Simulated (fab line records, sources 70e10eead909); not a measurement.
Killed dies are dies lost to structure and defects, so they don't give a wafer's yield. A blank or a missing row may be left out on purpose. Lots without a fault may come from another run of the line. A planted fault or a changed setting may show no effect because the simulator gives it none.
fab line records | flow nand_harc
record lots=6 wafers=18 last_day=33
route steps=1302 shown P_M1@291 END@1302
lots that met no fault: from a run of the same line without faults
start_h: hours from the record's first day to the start of the lot's first wafer shown | wait_h: hours since the lot's step before | " the same as in the row above | L1.1+2: a row that stands for several wafers | - no value, or no start given | * or withheld: withheld | < > ~ a bound
route shown NAME@n: a module of which the file shows steps, and the number in the route of the first | usual: mean/standard deviation of fault-free wafers | same: alike in all rows | chamber/n: place in a boat | sites: the reading at each site | _std_site: their standard deviation | _edge_site: outer sites' mean less inner sites' | radius_mm: how far each site lies from the wafer's centre | mask NAME#n: copy n | behind: the tool/chamber that last shaped the wafer | hold: why the lot was held/for how many hours/how that ended | device: the transistor (n, p or np) that didn't switch | end of line: the same wafers' tests at the end of the route | a step without rows: its recipe alone | killed: dies lost to structure and defects at the first sort, not the wafer's yield | map: a wafer's dies, x killed, . not, _ none there
set.NAME: the setting as run; set.NAME@STEP: as run at that earlier step | model.NAME: the simulator's own value behind a step, which no gauge read
lots at some steps of the route; a table a step, a row a wafer
services: from which hour (start_h, from the record's first day; less than 0 if before it) a tool's chamber was out of use, for how many hours, and why
## steps
# step NHARC_P_M1_EBR_05
# step NHARC_P_M1_EXPOSE_06
# recipe na=1.35 target_cd_nm=130 dose_mj=81.88 mask_id=P_M1
# step NHARC_P_M1_PEB_07
# recipe peb_temp_c=100 peb_time_s=65
# step NHARC_P_M1_DEVELOP_08
# recipe develop_time_s=35 dev_temp_c=23
# step NHARC_P_M1_CD_MEAS_09
# recipe target_cd_nm=130 landing_energy_ev=500
# usual cd_nm=130.4/0.72
# columns lot.wafer tool chamber start_h wait_h cd_nm
L694.3 cd_sem-03 0 146.64 - 129.8
L694.4 " 0 " " 130.4
L694.5 " 0 " " 131.0
L697.1 cd_sem-01 0 173.82 - 130.5
L697.2 " 0 " " 130.8
L697.6 " 0 " " 130.2
L702.3 cd_sem-02 0 224.99 - 131.6
L702.4 " 0 " " 130.4
L702.5 " 0 " " 131.1
L704.2 cd_sem-03 0 248.82 - 130.3
L704.4 " 0 " " 131.4
L704.6 " 0 " " 130.7
L709.1 cd_sem-03 0 290.72 - 131.0
L709.3 " 0 " " 130.5
L709.5 " 0 " " 131.1
L712.2 cd_sem-01 0 326.16 - 129.7
L712.3 " 0 " " 129.7
L712.6 " 0 " " 129.5
# step NHARC_P_M1_OVL_MEAS_10
# recipe pitch_nm=260
# usual overlay_x_nm=0.2/0.86 overlay_y_nm=-0.1/0.65
# columns lot.wafer tool chamber start_h wait_h overlay_x_nm overlay_y_nm
L694.3 overlay-02 - 146.73 - -1.3 -0.2
L694.4 " - " " -0.6 -0.7
L694.5 " - " " -0.9 -0.4
L697.1 overlay-02 - 173.91 - 0.1 -1.0
L697.2 " - " " -0.3 -1.2
L697.6 " - " " 0.7 -1.1
L702.3 overlay-01 - 225.07 - 0.4 1.0
L702.4 " - " " 0.5 1.0
L702.5 " - " " 0.7 0.8
L704.2 overlay-02 - 248.91 - -0.8 -0.4
L704.4 " - " " 0.3 -0.6
L704.6 " - " " -0.9 -0.3
L709.1 overlay-02 - 290.81 - 1.3 -0.6
L709.3 " - " " 1.7 -0.2
L709.5 " - " " 1.1 -0.2
L712.2 overlay-01 - 326.25 - -0.8 0.5
L712.3 " - " " -0.7 0.1
L712.6 " - " " -1.0 0.3
# step NHARC_P_M1_INSPECT_11
# usual raw_defect_count=4.1/2.7
# columns lot.wafer tool chamber start_h wait_h raw_defect_count
L694.3 defect_inspect-02 - 146.76 0.0 8
L694.4 " - " " 3
L694.5 " - " " 4
L697.1 defect_inspect-02 - 173.95 0.0 4
L697.2 " - " " 2
L697.6 " - " " 3
L702.3 defect_inspect-01 - 225.11 0.0 6
L702.4 " - " " 9
L702.5 " - " " 8
L704.2 defect_inspect-01 - 248.95 0.0 2
L704.4 " - " " 5
L704.6 " - " " 2
L709.1 defect_inspect-02 - 290.85 0.0 3
L709.3 " - " " 3
L709.5 " - " " 2
L712.2 defect_inspect-02 - 326.30 0.1 3
L712.3 " - " " 3
L712.6 " - " " 5
# step NHARC_P_M1_DESCUM_14
# recipe time_s=3 o2_flow_sccm=200 ar_flow_sccm=0 bias_power_w=0 chemistry=O2
# usual drypump_motor_current_A=5.7/0.41 oes_product_au=1.004/0.01 rf_vpp_V=58.0/0.9 showerhead_plenum_p_Torr=1.97/0.064 throttle_valve_pct=11.310/0.0091
# columns lot.wafer tool chamber start_h wait_h drypump_motor_current_A oes_product_au rf_hours_counter_h rf_vpp_V showerhead_plenum_p_Torr throttle_valve_pct
L694.3 rie_diel-05 3 146.82 0.1 6.0 1.004 7 59.3 1.99 11.292
L694.4 " 1 " " 5.7 0.995 7 59.3 2.02 11.294
L694.5 " 3 " " 6.0 1.018 - 58.5 1.99 11.318
L697.1 rie_diel-05 2 174.03 0.1 6.3 1.003 8 57.3 1.85 11.292
L697.2 " 3 " " 6.0 1.006 8 56.8 1.99 11.325
L697.6 " 2 " " 6.3 1.009 - 57.9 1.85 11.299
L702.3 rie_diel-01 1 225.19 0.1 5.3 1.012 1 58.4 2.06 11.305
L702.4 " 2 " " 5.6 0.998 0 60.0 2.01 11.319
L702.5 " 0 " " 5.2 0.998 - 57.7 1.92 11.310
L704.2 rie_diel-01 3 249.02 0.1 6.0 1.000 2 57.0 1.94 11.323
L704.4 " 0 " " 5.1 1.004 3 58.3 1.92 11.317
L704.6 " 2 " " 5.6 0.980 - 57.9 2.01 11.324
L709.1 rie_diel-05 2 290.91 0.1 6.4 1.001 4 56.9 1.85 11.312
L709.3 " 1 " " 5.7 0.978 5 59.2 2.01 11.313
L709.5 " 2 " " 6.3 1.003 - 58.8 1.85 11.307
L712.3 rie_diel-05 1 326.36 0.1 5.7 0.983 9 58.3 2.01 11.303
L712.2 " 2 " " 6.4 0.996 8 55.8 1.85 11.302
L712.6 " 2 " " 6.4 0.993 - 57.5 1.85 11.307
# step NHARC_P_M1_ETCH_35
# recipe target_depth_a=400 overetch_a=120 time_s=43.94 ion_energy_ev=200 n2_flow_sccm=150 h2_flow_sccm=150 ar_flow_sccm=0 rf_w=400 bias_w=150 chemistry=N2/H2
# usual drypump_motor_current_A=5.6/0.41 oes_product_au=1.005/0.0099 rf_vpp_V=432.0/2.2 showerhead_plenum_p_Torr=2.10/0.073 throttle_valve_pct=14.171/0.0082
# columns lot.wafer tool chamber start_h wait_h drypump_motor_current_A oes_product_au rf_hours_counter_h rf_vpp_V showerhead_plenum_p_Torr throttle_valve_pct
L694.3 rie_diel-05 1 146.91 0.1 5.7 0.988 7 434.3 2.15 14.186
L694.4 " 2 " " 6.3 0.992 7 429.0 1.97 14.154
L694.5 " 0 " " 5.2 1.009 - 431.4 2.07 14.182
L697.1 rie_diel-05 2 174.13 0.1 6.4 0.996 8 428.1 1.97 14.163
L697.2 " 3 " " 6.0 0.997 8 432.8 2.13 14.176
L697.6 " 0 " " 5.2 1.014 - 429.7 2.07 14.169
L702.3 rie_diel-01 0 225.26 0.1 5.1 1.000 1 429.7 2.05 14.180
L702.4 " 1 " " 5.3 1.013 1 435.6 2.20 14.163
L702.5 " 1 " " 5.3 1.008 - 435.3 2.20 14.178
L704.2 rie_diel-01 1 249.10 0.1 5.3 1.013 2 435.8 2.20 14.190
L704.4 " 3 " " 6.0 1.010 2 432.0 2.07 14.175
L704.6 " 1 " " 5.3 1.013 - 434.7 2.20 14.166
L709.3 rie_diel-05 3 291.00 0.1 6.0 0.996 5 431.8 2.12 14.169
L709.1 " 0 " " 5.2 0.999 5 431.1 2.07 14.179
L709.5 " 3 " " 6.0 0.993 - 432.9 2.12 14.179
L712.2 rie_diel-05 1 326.45 0.1 5.7 0.975 9 432.8 2.15 14.173
L712.3 " 2 " " 6.3 1.004 8 429.3 1.97 14.161
L712.6 " 1 " " 5.7 0.981 - 433.2 2.15 14.166
# step NHARC_P_M1_ETCH_15
# recipe target_depth_a=1825 time_s=91.2 c4f8_flow_sccm=withheld ar_flow_sccm=400 rf_w=600 bias_w=300 chemistry=C4F8/Ar
# usual oes_product_au=0.956/0.022 rf_vpp_V=442.6/2.1
# columns lot.wafer tool chamber start_h wait_h oes_product_au rf_hours_counter_h rf_vpp_V
L694.3 rie_diel-05 2 - - 0.923 7 441.2
L694.4 " 0 " " 0.934 6 441.7
L694.5 " 1 " " 0.915 - 445.3
L697.2 rie_diel-05 3 - - 0.967 8 442.4
L697.1 " 1 " " 0.975 8 445.7
L697.6 " 0 " " 0.985 - 441.2
L702.3 rie_diel-01 2 - - 0.961 0 443.2
L702.4 " 0 " " 0.954 1 442.2
L702.5 " 1 " " 0.978 - 446.0
L704.2 rie_diel-01 1 - - 0.984 2 446.3
L704.4 " 0 " " 0.968 3 442.5
L704.6 " 1 " " 0.990 - 445.0
L709.1 rie_diel-05 3 - - 0.931 5 443.6
L709.3 " 2 " " 0.933 4 438.1
L709.5 " 0 " " 0.923 - 441.0
L712.3 rie_diel-05 3 - - 0.986 9 442.1
L712.2 " 1 " " 0.953 9 442.9
L712.6 " 3 " " 0.976 - 443.5
# step NHARC_P_M1_CD_MEAS_16
# usual cd_nm=130.5/0.87
# columns lot.wafer tool chamber start_h wait_h cd_nm
L694.3 cd_sem-01 - 147.13 - 128.9
L694.4 " - " " 129.9
L694.5 " - " " 129.3
L697.1 cd_sem-03 - 174.34 - 130.2
L697.2 " - " " 130.3
L697.6 " - " " 129.2
L702.3 cd_sem-01 - 225.49 - 132.5
L702.4 " - " " 131.3
L702.5 " - " " 131.9
L704.2 cd_sem-01 - 249.32 - 130.4
L704.4 " - " " 131.0
L704.6 " - " " 131.0
L709.1 cd_sem-01 - 291.22 - 130.3
L709.3 " - " " 130.4
L709.5 " - " " 131.7
L712.2 cd_sem-01 - 326.67 - 129.8
L712.3 " - " " 129.5
L712.6 " - " " 129.5
# step NHARC_P_M1_STRIP_18
# recipe power_w=1000 n2_flow_sccm=150 h2_flow_sccm=150 ar_flow_sccm=0 bias_w=0 chemistry=N2/H2
# usual drypump_motor_current_A=5.7/0.42 oes_product_au=1.004/0.011 rf_vpp_V=91.0/0.96 showerhead_plenum_p_Torr=2.10/0.076 throttle_valve_pct=14.172/0.0086
# columns lot.wafer tool chamber start_h wait_h drypump_motor_current_A oes_product_au rf_hours_counter_h rf_vpp_V showerhead_plenum_p_Torr throttle_valve_pct
L694.4 rie_diel-05 3 147.20 0.1 6.0 1.003 7 91.4 2.13 14.170
L694.3 " 1 " " 5.7 1.000 7 91.3 2.15 14.186
L694.5 " 0 " " 5.2 1.007 - 90.7 2.07 14.162
L697.2 rie_diel-01 0 174.44 0.1 5.1 1.010 11 90.7 2.05 14.166
L697.1 " 1 " " 5.3 1.015 10 92.2 2.20 14.178
L697.6 " 3 " " 6.0 1.014 - 91.1 2.07 14.175
L702.4 rie_diel-05 3 225.61 0.1 6.0 1.012 12 89.0 2.13 14.176
L702.3 " 0 " " 5.2 0.999 12 89.7 2.07 14.179
L702.5 " 1 " " 5.7 1.008 - 90.1 2.15 14.183
L704.4 rie_diel-05 2 249.39 0.1 6.4 1.007 1 89.4 1.97 14.179
L704.2 " 1 " " 5.7 0.982 1 90.8 2.15 14.186
L704.6 " 3 " " 6.0 1.003 - 91.5 2.13 14.164
L709.1 rie_diel-01 0 291.34 0.1 5.2 1.011 5 90.7 2.04 14.165
L709.3 " 1 " " 5.3 1.003 4 91.8 2.20 14.174
L709.5 " 2 " " 5.6 0.999 - 89.9 2.14 14.168
L712.2 rie_diel-01 1 326.74 0.1 5.3 1.009 8 90.1 2.20 14.173
L712.3 " 0 " " 5.1 1.007 8 90.5 2.04 14.167
L712.6 " 0 " " 5.1 1.012 - 91.1 2.04 14.187
# step NHARC_P_M1_ETCH_28
# recipe target_depth_a=300 over_etch_frac=0.3 time_s=72.99 ion_energy_ev=150 cf4_flow_sccm=50 n2_flow_sccm=100 ar_flow_sccm=150 rf_w=300 bias_w=100 chemistry=CF4/N2
# usual cf4_flow_sccm=50.01/0.15 drypump_motor_current_A=5.7/0.41 oes_product_au=1.003/0.011 over_etch_frac=0.3/0 rf_vpp_V=315.3/1.8 showerhead_plenum_p_Torr=2.70/0.088 throttle_valve_pct=19.794/0.0097
# columns lot.wafer tool chamber start_h wait_h cf4_flow_sccm drypump_motor_current_A oes_product_au over_etch_frac rf_hours_counter_h rf_vpp_V showerhead_plenum_p_Torr throttle_valve_pct
L694.3 rie_diel-05 1 147.45 - 50.06 5.7 0.992 0.3 7 319.4 2.76 19.796
L694.4 " 3 " " 49.73 6.0 1.010 0.3 7 315.9 2.73 19.784
L694.5 " 1 " " 49.94 5.7 0.991 0.3 - 314.5 2.76 19.802
L697.2 rie_diel-01 2 174.66 - 49.94 5.6 1.014 0.3 11 316.4 2.75 19.790
L697.1 " 3 " " 49.84 6.0 1.014 0.3 12 314.3 2.66 19.808
L697.6 " 3 " " 50.05 5.9 1.023 0.3 - 314.9 2.66 19.788
L702.3 rie_diel-05 1 225.81 - 49.96 5.7 0.982 0.3 13 316.3 2.76 19.802
L702.4 " 2 " " 49.82 6.4 0.996 0.3 14 311.9 2.54 19.780
L702.5 " 3 " " 50.03 6.0 1.007 0.27316 - 316.0 2.73 19.802
L704.2 rie_diel-05 2 249.65 - 50.05 6.4 1.019 0.3 1 312.3 2.54 19.789
L704.4 " 3 " " 50.12 6.1 1.003 0.27316 2 316.8 2.73 19.793
L704.6 " 1 " " 49.82 5.7 0.991 0.3 - 317.3 2.76 19.799
L709.3 rie_diel-01 2 291.53 - 50.12 5.6 1.003 0.3 4 316.0 2.75 19.798
L709.1 " 3 " " 50.26 6.0 1.003 0.3 5 314.2 2.66 19.797
L709.5 " 2 " " 50.14 5.7 0.985 0.3 - 316.9 2.75 19.788
L712.3 rie_diel-01 2 327.03 - 50.38 5.6 0.995 0.3 7 314.7 2.74 19.794
L712.2 " 0 " " 50.15 5.1 1.012 0.3 8 315.0 2.63 19.776
L712.6 " 0 " " 50.22 5.1 1.016 0.3 - 314.1 2.63 19.799
# step NHARC_P_M1_STRIP_19
# recipe time_s=600 temp_c=30 chemistry=post_etch_residue_remover
# step NHARC_END_SORT_01
# recipe temp_c=25
# usual defect_limited_yield=91/3.2 killed_at_array=55/22 killed_at_other=1.1/1.4 killed_at_periphery=4/3.2 killed_dies=59/22 killed_open=3.3/1.8 killed_short=2.5/1.5
# same gross_dies=677
# columns lot.wafer tool chamber start_h wait_h defect_limited_yield[%] killed_at_array killed_at_other killed_at_periphery killed_dies killed_open killed_short
L694.3 prober-02 0 581.52 3.1 95 28 0 7 35 2 3
L694.4 prober-02 0 582.31 3.4 91 56 0 2 58 6 3
L694.5 prober-02 0 583.10 3.7 92 46 2 3 51 5 1
L697.1 prober-01 0 607.96 2.5 93 42 3 4 49 5 2
L697.2 prober-01 0 608.75 2.8 91 59 1 0 60 2 6
L697.6 prober-01 0 611.91 3.9 93 43 1 3 47 4 3
L702.3 prober-02 0 654.66 3.1 94 32 1 10 43 3 2
L702.4 prober-02 0 655.46 3.4 94 39 0 5 44 4 2
L702.5 prober-02 0 656.26 3.7 93 40 1 6 47 6 3
L704.2 prober-02 0 690.73 2.8 86 90 1 6 97 4 4
L704.4 prober-02 0 692.34 3.4 85 97 0 2 99 4 5
L704.6 prober-02 0 693.95 4.0 88 81 0 0 81 1 1
# killed by level:class
L694.3 A_CHANNEL_HOLE_D1:chamber_film_flake=11 A_CHANNEL_HOLE_D2:chamber_film_flake=9 P_STI:chamber_film_flake=2 A_CONTACT:chamber_film_flake=2 P_GATE:geometric_particle:short=1 P_M0:geometric_particle:open=1 A_DECK1_JOINT:geometric_particle:short=1 A_ONON_D2:geometric_particle:short=1
L694.4 A_CHANNEL_HOLE_D1:chamber_film_flake=31 A_CHANNEL_HOLE_D2:chamber_film_flake=7 A_CONTACT:chamber_film_flake=5 A_CHANNEL_FILL_D1:geometric_particle:open=2 A_STAIRCASE:chamber_film_flake=2 A_WL_FILL:chamber_film_flake=2 P_GATE:geometric_particle:short=1 P_M1:geometric_particle:open=1
L694.5 A_CHANNEL_HOLE_D1:chamber_film_flake=32 A_CHANNEL_HOLE_D2:chamber_film_flake=7 A_CHANNEL_FILL_D1:chamber_film_flake=2 THIN_TSV:chamber_film_flake=2 P_CONTACT:geometric_particle:open=1 P_M0:geometric_particle:open=1 A_CHANNEL_FILL_D1:geometric_particle:open=1 A_CHANNEL_FILL_D2:geometric_particle:open=1
L697.1 A_SLIT:chamber_film_flake=20 A_CHANNEL_HOLE_D2:chamber_film_flake=8 A_CONTACT:chamber_film_flake=6 THIN_TSV:chamber_film_flake=3 P_M0:geometric_particle:open=2 A_CHANNEL_FILL_D1:chamber_film_flake=2 P_M2:geometric_particle:open=1 A_ONON_D1:geometric_particle:open=1
L697.2 A_SLIT:chamber_film_flake=27 A_CHANNEL_HOLE_D2:chamber_film_flake=10 A_CONTACT:chamber_film_flake=3 A_CHANNEL_FILL_D1:geometric_particle:short=2 A_CHANNEL_HOLE_D1:chamber_film_flake=2 A_CHANNEL_FILL_D1:chamber_film_flake=2 A_STAIRCASE:chamber_film_flake=2 A_WL_FILL:chamber_film_flake=2
L697.6 A_SLIT:chamber_film_flake=27 A_CHANNEL_HOLE_D2:chamber_film_flake=4 A_CHANNEL_FILL_D1:chamber_film_flake=2 A_CHANNEL_FILL_D2:chamber_film_flake=2 P_CONTACT:geometric_particle:open=1 P_M0:geometric_particle:open=1 P_M2:geometric_particle:short=1 A_CHANNEL_HOLE_D2:geometric_particle:short=1
L702.3 A_CHANNEL_HOLE_D2:chamber_film_flake=14 A_CHANNEL_HOLE_D1:chamber_film_flake=5 A_CONTACT:chamber_film_flake=5 P_CONTACT:geometric_particle:open=3 A_SLIT:chamber_film_flake=3 P_GATE:chamber_film_flake=2 P_M1:chamber_film_flake=2 A_CHANNEL_FILL_D2:chamber_film_flake=2
L702.4 A_CHANNEL_HOLE_D2:chamber_film_flake=15 A_STAIRCASE:chamber_film_flake=8 A_CHANNEL_HOLE_D1:chamber_film_flake=6 P_GATE:chamber_film_flake=2 A_DECK1_JOINT:chamber_film_flake=2 A_DECK1_JOINT:geometric_particle:short=1 A_DECK1_JOINT:geometric_particle:open=1 A_CHANNEL_FILL_D2:geometric_particle:short=1
L702.5 A_CHANNEL_HOLE_D2:chamber_film_flake=21 A_CHANNEL_HOLE_D1:chamber_film_flake=5 A_CONTACT:chamber_film_flake=4 A_STAIRCASE:chamber_film_flake=3 P_CONTACT:geometric_particle:open=2 P_STI:chamber_film_flake=2 A_DECK1_JOINT:geometric_particle:open=1 A_ONON_D2:geometric_particle:open=1
L704.2 A_SLIT:chamber_film_flake=34 A_CHANNEL_HOLE_D2:chamber_film_flake=21 A_CHANNEL_HOLE_D1:chamber_film_flake=14 A_STAIRCASE:chamber_film_flake=6 A_WL_FILL:chamber_film_flake=4 P_ZERO_WELL:chamber_film_flake=2 A_CONTACT:chamber_film_flake=2 P_GATE:geometric_particle:open=1
L704.4 A_SLIT:chamber_film_flake=40 A_CHANNEL_HOLE_D2:chamber_film_flake=22 A_CHANNEL_HOLE_D1:chamber_film_flake=11 A_CONTACT:chamber_film_flake=6 A_M1:chamber_film_flake=5 A_CHANNEL_FILL_D2:geometric_particle:open=3 A_DECK1_JOINT:geometric_particle:short=2 A_STAIRCASE:chamber_film_flake=2
L704.6 A_CHANNEL_HOLE_D1:chamber_film_flake=26 A_SLIT:chamber_film_flake=19 A_CHANNEL_HOLE_D2:chamber_film_flake=17 A_WL_FILL:chamber_film_flake=8 A_M1:chamber_film_flake=3 A_STAIRCASE:chamber_film_flake=2 A_CONTACT:chamber_film_flake=2 A_ONON_D1:geometric_particle:open=1
## services
# columns tool chamber start_h hours kind
rie_diel-05 0 135.29 - clean
rie_diel-05 1 135.29 - clean
rie_diel-05 2 135.29 - clean
rie_diel-05 3 135.29 - clean
rie_diel-05 0 159.79 - clean
rie_diel-05 1 159.79 - clean
rie_diel-05 2 159.79 - clean
rie_diel-05 3 159.79 - clean
rie_diel-01 2 160.62 5.5 repair
rie_diel-05 0 184.30 - clean
rie_diel-05 1 184.30 - clean
rie_diel-05 2 184.30 - clean
rie_diel-05 3 184.30 - clean
rie_diel-01 - 203.80 9.0 pm
rie_diel-05 0 208.89 - clean
rie_diel-05 1 208.89 - clean
rie_diel-05 2 208.89 - clean
rie_diel-05 3 208.89 - clean
rie_diel-05 - 229.79 9.0 pm
rie_diel-05 0 229.79 9.0 vent_cycle
rie_diel-05 1 229.79 9.0 vent_cycle
rie_diel-01 1 284.49 6.3 repair
rie_diel-01 3 292.09 7.2 repair
rie_diel-01 3 323.65 14.4 repair
## key
first_sign step=NHARC_P_M1_ETCH_28 reading=over_etch_frac direction=down sigmas=99+ usual=0.3 struck=0.27316
effect none on later readings
met_at NHARC_P_M1_ETCH_28
struck_wafers L702.5,L704.4
onset_between 147.45 225.81
fault kind=process_parameter_drift tool=rie_diel-05 chamber=3 onset_h=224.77 steps=NHARC_P_M1_ETCH_28 channel=over_etch_frac offset=-0.026843 shape=step end_h=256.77 acts_in=these_recipes_only stated=0.3
